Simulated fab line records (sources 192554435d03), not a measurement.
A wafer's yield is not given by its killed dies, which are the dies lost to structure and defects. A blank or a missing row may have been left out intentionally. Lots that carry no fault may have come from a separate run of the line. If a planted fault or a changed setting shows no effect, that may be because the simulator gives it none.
Matching of chambers | flow n5 finfet | 4 sister chambers for N5_BEOL_M14_STRIP_37 on rie diel-05
The step strips in O2. 16 wafers are shown with their chamber, then 8 later ones without.

WAFERS WITH THEIR CHAMBER
wafer  | chamber | drypump motor current A (A) | showerhead plenum p Torr (Torr) | throttle valve pct (%)
L074.1 | 0       | 5.8                         | 2.03                            | 16.51
L074.2 | 2       | 6.5                         | 2.15                            | 16.63
L074.3 | 3       | 5.2                         | 2.21                            | 16.54
L074.4 | 1       | 5.6                         | 2.03                            | 16.68
L074.5 | 0       | 5.8                         | 2.03                            | 16.50
L074.6 | 1       | 5.6                         | 2.03                            | 16.70
L079.1 | 3       | 5.2                         | 2.21                            | 16.52
L079.2 | 0       | 5.8                         | 2.03                            | 16.49
L079.5 | 1       | 5.6                         | 2.03                            | 16.71
L088.1 | 2       | 6.5                         | 2.14                            | 16.62
L088.3 | 1       | 5.6                         | 2.02                            | 16.74
L088.4 | 0       | 5.8                         | 2.02                            | 16.54
L091.1 | 1       | 5.6                         | 2.02                            | 16.74
L091.2 | 3       | 5.2                         | 2.20                            | 16.56
L091.4 | 2       | 6.5                         | 2.13                            | 16.65
L090.1 | 0       | 5.7                         | 2.02                            | 16.58

SIGNATURES (means of the wafers above)
reading                  | chamber 0 | chamber 1 | chamber 2 | chamber 3 | scatter within a chamber
drypump motor current A  | 5.780     | 5.600     | 6.500     | 5.200     | 0.0258
showerhead plenum p Torr | 2.0260    | 2.0260    | 2.1400    | 2.2067    | 0.0065
throttle valve pct       | 16.5240   | 16.7140   | 16.6333   | 16.5400   | 0.0278
Rule: a wafer lies at a distance from a chamber equal to the root of the sum of squares, over the readings, of (its reading less the chamber's mean, divided by the reading's scatter). If the next closest chamber is less than 2 further off than the closest, the wafer can't be placed; otherwise it belongs to the closest. The scatter: take each reading less its chamber's mean, square it, sum over the shown wafers, divide by the number of wafers less the number of chambers, and take the root.

WAFERS WHOSE CHAMBER IS MISSING
wafer  | drypump motor current A (A) | showerhead plenum p Torr (Torr) | throttle valve pct (%)
L090.3 | 6.5                         | 2.13                            | 16.64
L090.5 | 6.5                         | 2.13                            | 16.66
L097.1 | 5.6                         | 2.02                            | 16.76
L097.3 | 6.5                         | 2.13                            | 16.69
L097.6 | 5.2                         | 2.19                            | 16.64
L096.1 | 6.5                         | 2.13                            | 16.70
L096.4 | 5.8                         | 2.02                            | 16.63
L096.5 | 5.6                         | 2.02                            | 16.79

THE CHAMBER EACH PASSED THROUGH
wafer  | from the rows above | in truth
L090.3 | 2                   | 2
L090.5 | 2                   | 2
L097.1 | 1                   | 1
L097.3 | 2                   | 2
L097.6 | 3                   | 3
L096.1 | 2                   | 2
L096.4 | 0                   | 0
L096.5 | 1                   | 1
8 of 8 placed correctly. Not placeable from these rows: 0. Number placed wrongly: 0.
